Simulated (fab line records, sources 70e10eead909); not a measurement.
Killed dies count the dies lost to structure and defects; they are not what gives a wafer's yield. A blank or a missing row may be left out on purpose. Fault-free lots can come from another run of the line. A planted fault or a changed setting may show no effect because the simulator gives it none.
Which tool did it? :: flow nandHarc :: Sampling: 14 lots, 42 wafers, 5 of 1302 route steps

WHAT EACH GAUGE READ, for each wafer
NHARC_A_BLC_OVL_MEAS_11. Usual: overlayXNm 0.2 nm, standard deviation 0.74; overlayYNm 0.1 nm, standard deviation 0.76.
lot: L996
measured: day 23 05:51
on: overlay-01
overlayXNm (nm): -0.1 0.3 0.1
overlayYNm (nm): 0.3 0.4 0.0
flag: 

lot: L994
measured: day 23 06:30
on: overlay-01
overlayXNm (nm): 0.2 0.5 0.2
overlayYNm (nm): 0.3 -0.1 0.3
flag: 

lot: L995
measured: day 23 09:20
on: overlay-01
overlayXNm (nm): 0.0 0.2 -0.3
overlayYNm (nm): -0.3 0.2 -0.5
flag: 

lot: L997
measured: day 23 16:30
on: overlay-01
overlayXNm (nm): -0.4 -1.1 -0.6
overlayYNm (nm): -1.3 -0.5 -0.7
flag: 

lot: L998
measured: day 24 17:53
on: overlay-02
overlayXNm (nm): -0.6 -0.6 -0.7
overlayYNm (nm): -0.3 0.1 -0.1
flag: 

lot: L999
measured: day 24 20:49
on: overlay-01
overlayXNm (nm): 0.3 -0.3 -0.2
overlayYNm (nm): 0.8 0.2 0.2
flag: 

lot: L100
measured: day 25 19:16
on: overlay-02
overlayXNm (nm): 0.4 0.1 -0.5
overlayYNm (nm): -0.3 -0.6 -0.5
flag: 

lot: L102
measured: day 26 20:12
on: overlay-01
overlayXNm (nm): 1.5 1.5 1.8
overlayYNm (nm): 1.0 0.8 1.0
flag: 

lot: L103
measured: day 26 20:55
on: overlay-02
overlayXNm (nm): -0.3 -0.4 -0.3
overlayYNm (nm): -1.5 -0.7 -1.3
flag: 

lot: L111
measured: day 29 18:31
on: overlay-01
overlayXNm (nm): 0.1 0.2 0.6
overlayYNm (nm): 0.2 0.3 0.1
flag: 

lot: L110
measured: day 29 20:35
on: overlay-01
overlayXNm (nm): 0.4 -0.1 -0.2
overlayYNm (nm): 1.7 1.2 1.2
flag: 

lot: L112
measured: day 30 11:01
on: overlay-02
overlayXNm (nm): -1.6 -0.7 -0.8
overlayYNm (nm): -0.5 -0.4 -0.3
flag: 

lot: L114
measured: day 31 03:14
on: overlay-01
overlayXNm (nm): 2.3 1.8 1.9
overlayYNm (nm): -0.4 -0.4 -1.3
flag: 

lot: L117
measured: day 32 17:46
on: overlay-02
overlayXNm (nm): -0.7 -0.3 0.0
overlayYNm (nm): 0.4 -0.3 -0.2
flag: 

NHARC_A_M0_CD_MEAS_09: target cd 80 nm. Usual: cdNm 80.0 nm, standard deviation 0.63.
lot: L996
measured: day 23 09:50
on: cdSem-02
cdNm (nm): 79.9 79.2 80.4
flag: 

lot: L994
measured: day 23 10:28
on: cdSem-02
cdNm (nm): 79.7 79.8 80.2
flag: 

lot: L995
measured: day 23 13:32
on: cdSem-01
cdNm (nm): 80.1 79.2 80.5
flag: 

lot: L997
measured: day 23 20:19
on: cdSem-01
cdNm (nm): 79.6 79.7 79.7
flag: 

lot: L998
measured: day 24 22:01
on: cdSem-01
cdNm (nm): 80.0 79.5 79.9
flag: 

lot: L999
measured: day 25 00:46
on: cdSem-01
cdNm (nm): 79.8 79.4 79.8
flag: 

lot: L100
measured: day 25 23:07
on: cdSem-03
cdNm (nm): 80.4 80.3 79.3
flag: 

lot: L102
measured: day 27 00:07
on: cdSem-03
cdNm (nm): 80.7 81.1 80.4
flag: 

lot: L103
measured: day 27 00:50
on: cdSem-02
cdNm (nm): 79.1 79.7 80.8
flag: 

lot: L111
measured: day 29 22:20
on: cdSem-03
cdNm (nm): 80.2 80.5 79.8
flag: 

lot: L110
measured: day 30 00:32
on: cdSem-03
cdNm (nm): 105.2 105.6 105.1
flag: OFF

lot: L112
measured: day 30 14:56
on: cdSem-01
cdNm (nm): 100.5 101.6 101.8
flag: OFF

lot: L114
measured: day 31 07:36
on: cdSem-03
cdNm (nm): 80.1 80.0 80.3
flag: 

lot: L117
measured: day 32 21:46
on: cdSem-02
cdNm (nm): 79.5 79.0 79.2
flag: 

NHARC_A_M0_OVL_MEAS_10: pitch 160 nm. Usual: overlayXNm 0.1 nm, standard deviation 0.94; overlayYNm 0.0 nm, standard deviation 0.72.
lot: L996
measured: day 23 09:55
on: overlay-01
overlayXNm (nm): 1.2 0.3 0.6
overlayYNm (nm): 1.1 1.0 1.1
flag: 

lot: L994
measured: day 23 10:33
on: overlay-01
overlayXNm (nm): 0.4 0.4 0.3
overlayYNm (nm): -0.2 -1.0 -0.1
flag: 

lot: L995
measured: day 23 13:37
on: overlay-01
overlayXNm (nm): -0.6 -1.0 0.1
overlayYNm (nm): -0.6 -1.1 -0.5
flag: 

lot: L997
measured: day 23 20:24
on: overlay-01
overlayXNm (nm): 0.1 0.3 -0.1
overlayYNm (nm): 1.4 0.3 0.6
flag: 

lot: L998
measured: day 24 22:07
on: overlay-01
overlayXNm (nm): -1.8 -2.3 -1.6
overlayYNm (nm): 0.5 0.1 0.7
flag: 

lot: L999
measured: day 25 00:50
on: overlay-02
overlayXNm (nm): 0.1 -0.1 0.0
overlayYNm (nm): -1.1 -0.9 -0.7
flag: 

lot: L100
measured: day 25 23:11
on: overlay-01
overlayXNm (nm): 0.2 0.3 0.1
overlayYNm (nm): -0.5 -0.4 0.3
flag: 

lot: L102
measured: day 27 00:13
on: overlay-02
overlayXNm (nm): 0.7 0.2 0.1
overlayYNm (nm): 0.5 0.8 0.8
flag: 

lot: L103
measured: day 27 00:55
on: overlay-01
overlayXNm (nm): 0.8 0.8 1.3
overlayYNm (nm): -0.6 -0.5 0.6
flag: 

lot: L111
measured: day 29 22:25
on: overlay-02
overlayXNm (nm): 0.5 0.0 -0.3
overlayYNm (nm): 1.2 0.8 1.1
flag: 

lot: L110
measured: day 30 00:37
on: overlay-01
overlayXNm (nm): -0.2 -0.8 -0.7
overlayYNm (nm): -0.5 -0.9 -0.8
flag: 

lot: L112
measured: day 30 15:01
on: overlay-01
overlayXNm (nm): 0.1 0.0 -0.2
overlayYNm (nm): -0.7 -1.0 -0.4
flag: 

lot: L114
measured: day 31 07:41
on: overlay-02
overlayXNm (nm): 1.0 1.1 0.9
overlayYNm (nm): -0.3 -1.0 -0.9
flag: 

lot: L117
measured: day 32 21:52
on: overlay-01
overlayXNm (nm): 1.4 0.8 0.3
overlayYNm (nm): -1.5 -1.2 -1.4
flag: 

WHICH TOOL RAN EACH LOT (tool, then ch and the chambers of the sampled wafers, then the start)
lot: L996
NHARC_A_BLC_CMP_25: cmp-04 ch 0,1,3, day 23 08:34
NHARC_A_M0_EXPOSE_06: arfiScanner-02 ch 0, day 23 09:41

lot: L994
NHARC_A_BLC_CMP_25: cmp-02 ch 0,1,2, day 23 09:10
NHARC_A_M0_EXPOSE_06: arfiScanner-01 ch 0, day 23 10:19

lot: L995
NHARC_A_BLC_CMP_25: cmp-01 ch 0,1,2, day 23 12:25
NHARC_A_M0_EXPOSE_06: arfiScanner-01 ch 0, day 23 13:23

lot: L997
NHARC_A_BLC_CMP_25: cmp-02 ch 0,1,3, day 23 19:08
NHARC_A_M0_EXPOSE_06: arfiScanner-01 ch 0, day 23 20:10

lot: L998
NHARC_A_BLC_CMP_25: cmp-04 ch 0,1,2, day 24 20:35
NHARC_A_M0_EXPOSE_06: arfiScanner-03 ch 0, day 24 21:53

lot: L999
NHARC_A_BLC_CMP_25: cmp-02 ch 0,1,3, day 24 23:30
NHARC_A_M0_EXPOSE_06: arfiScanner-02 ch 0, day 25 00:37

lot: L100
NHARC_A_BLC_CMP_25: cmp-01 ch 1,3, day 25 21:55
NHARC_A_M0_EXPOSE_06: arfiScanner-02 ch 0, day 25 22:58

lot: L102
NHARC_A_BLC_CMP_25: cmp-04 ch 0,1,3, day 26 22:51
NHARC_A_M0_EXPOSE_06: arfiScanner-03 ch 0, day 26 23:59

lot: L103
NHARC_A_BLC_CMP_25: cmp-01 ch 1,2,3, day 26 23:32
NHARC_A_M0_EXPOSE_06: arfiScanner-01 ch 0, day 27 00:42

lot: L111
NHARC_A_BLC_CMP_25: cmp-04 ch 0,1,2, day 29 21:10
NHARC_A_M0_EXPOSE_06: arfiScanner-01 ch 0, day 29 22:12

lot: L110
NHARC_A_BLC_CMP_25: cmp-04 ch 0,2, day 29 23:14
NHARC_A_M0_EXPOSE_06: arfiScanner-02 ch 0, day 30 00:23

lot: L112
NHARC_A_BLC_CMP_25: cmp-01 ch 0,1,3, day 30 13:46
NHARC_A_M0_EXPOSE_06: arfiScanner-02 ch 0, day 30 14:47

lot: L114
NHARC_A_BLC_CMP_25: cmp-01 ch 0,2,3, day 31 06:18
NHARC_A_M0_EXPOSE_06: arfiScanner-03 ch 0, day 31 07:28

lot: L117
NHARC_A_BLC_CMP_25: cmp-01 ch 0,2,3, day 32 20:28
NHARC_A_M0_EXPOSE_06: arfiScanner-03 ch 0, day 32 21:38
- NHARC_A_BLC_CMP_25: polishes, t overpolish 30 s, target thk 150 nm.
- NHARC_A_M0_EXPOSE_06: exposes mask A M0, target cd 80 nm.

AS READ BY THE TOOLS THEMSELVES (means over the sampled wafers that have a number; for cases with no such wafer, the mark the record gives instead)
NHARC_A_BLC_CMP_25. Usual: motorCurrentA 11.6 A, standard deviation 0.92; overpolishRunS 30.001 s, standard deviation 0.0086; timeToEndpointS 29.7 s, standard deviation 2.5.
lot: L996
tool: cmp-04
motorCurrentA (A): 12.0
overpolishRunS (s): 30.002
timeToEndpointS (s): 30.8
flag: 

lot: L994
tool: cmp-02
motorCurrentA (A): 11.3
overpolishRunS (s): 30.004
timeToEndpointS (s): 27.1
flag: 

lot: L995
tool: cmp-01
motorCurrentA (A): 11.3
overpolishRunS (s): 29.998
timeToEndpointS (s): 31.0
flag: 

lot: L997
tool: cmp-02
motorCurrentA (A): 11.4
overpolishRunS (s): 30.009
timeToEndpointS (s): 33.4
flag: 

lot: L998
tool: cmp-04
motorCurrentA (A): 12.8
overpolishRunS (s): 29.999
timeToEndpointS (s): 29.1
flag: 

lot: L999
tool: cmp-02
motorCurrentA (A): 11.3
overpolishRunS (s): 30.007
timeToEndpointS (s): 30.8
flag: 

lot: L100
tool: cmp-01
motorCurrentA (A): 11.6
overpolishRunS (s): 29.999
timeToEndpointS (s): 28.5
flag: 

lot: L102
tool: cmp-04
motorCurrentA (A): 12.4
overpolishRunS (s): 30.006
timeToEndpointS (s): 30.0
flag: 

lot: L103
tool: cmp-01
motorCurrentA (A): 11.3
overpolishRunS (s): 29.997
timeToEndpointS (s): 28.7
flag: 

lot: L111
tool: cmp-04
motorCurrentA (A): 12.7
overpolishRunS (s): 30.004
timeToEndpointS (s): 31.2
flag: 

lot: L110
tool: cmp-04
motorCurrentA (A): 12.8
overpolishRunS (s): 29.998
timeToEndpointS (s): 31.7
flag: 

lot: L112
tool: cmp-01
motorCurrentA (A): 11.8
overpolishRunS (s): 29.998
timeToEndpointS (s): 28.6
flag: 

lot: L114
tool: cmp-01
motorCurrentA (A): 11.3
overpolishRunS (s): 30.011
timeToEndpointS (s): 32.4
flag: 

lot: L117
tool: cmp-01
motorCurrentA (A): 11.7
overpolishRunS (s): 29.994
timeToEndpointS (s): 31.0
flag: 

NHARC_A_M0_EXPOSE_06. Usual: exposureDoseMJCm2 83.14, standard deviation 0.085.
lot: L996
tool: arfiScanner-02
exposureDoseMJCm2: 83.18
flag: 

lot: L994
tool: arfiScanner-01
exposureDoseMJCm2: 83.13
flag: 

lot: L995
tool: arfiScanner-01
exposureDoseMJCm2: 83.07
flag: 

lot: L997
tool: arfiScanner-01
exposureDoseMJCm2: 83.12
flag: 

lot: L998
tool: arfiScanner-03
exposureDoseMJCm2: 83.30
flag: 

lot: L999
tool: arfiScanner-02
exposureDoseMJCm2: 83.24
flag: 

lot: L100
tool: arfiScanner-02
exposureDoseMJCm2: 83.12
flag: 

lot: L102
tool: arfiScanner-03
exposureDoseMJCm2: 83.09
flag: 

lot: L103
tool: arfiScanner-01
exposureDoseMJCm2: 83.01
flag: 

lot: L111
tool: arfiScanner-01
exposureDoseMJCm2: 83.05
flag: 

lot: L110
tool: arfiScanner-02
exposureDoseMJCm2: 123.35
flag: OFF

lot: L112
tool: arfiScanner-02
exposureDoseMJCm2: 115.23
flag: OFF

lot: L114
tool: arfiScanner-03
exposureDoseMJCm2: 83.12
flag: 

lot: L117
tool: arfiScanner-03
exposureDoseMJCm2: 83.14
flag: 

THE ANSWER, worked out from the rows above alone
Rule: lot off if the mean of its wafers having a number is beyond 3 standard deviations from the usual mean. A lot without any number at a reading at which 4 lots or more have one is off too. Where the step has rows for the other lots, those lots are counted as sound. Order of review: gauges by route order, followed by the tools' own readings, for which a lot's mean as printed above is used. The first step at which some lot is off is used, and at that step the reading that is off furthest; a lot without a number counts as furthest.
Off: L110, L112, at NHARC_A_M0_CD_MEAS_09 (cdNm).
A tool fits if, at a process step before that reading, it ran every lot that is off, and no sound lot after the first of them. Not tried: the gauges at NHARC_A_M0_CD_MEAS_09; whatever is off there is also off at NHARC_A_M0_EXPOSE_06, on other tools, and gauge error can't account for it. One fits: arfiScanner-02 at NHARC_A_M0_EXPOSE_06. A fault onset in the window from L100 (day 25 22:58, its last sound lot) to L110 (day 30 00:23, its first lot off) fits.
The tool's own readings at NHARC_A_M0_EXPOSE_06 bear it out: on the lots that are off they differ by more than 5 times the standard deviation of the sound lots' means. exposureDoseMJCm2 reads 119.29 there against 83.13 on the sound lots.

WHAT WAS PUT IN BY THE SIMULATOR
Process parameter drift: arfiScanner-02, from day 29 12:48 on, at NHARC_A_M0_EXPOSE_06. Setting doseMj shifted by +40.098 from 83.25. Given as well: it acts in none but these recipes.
Shown lots that were struck: L110, L112. This agrees with what the rule above found.
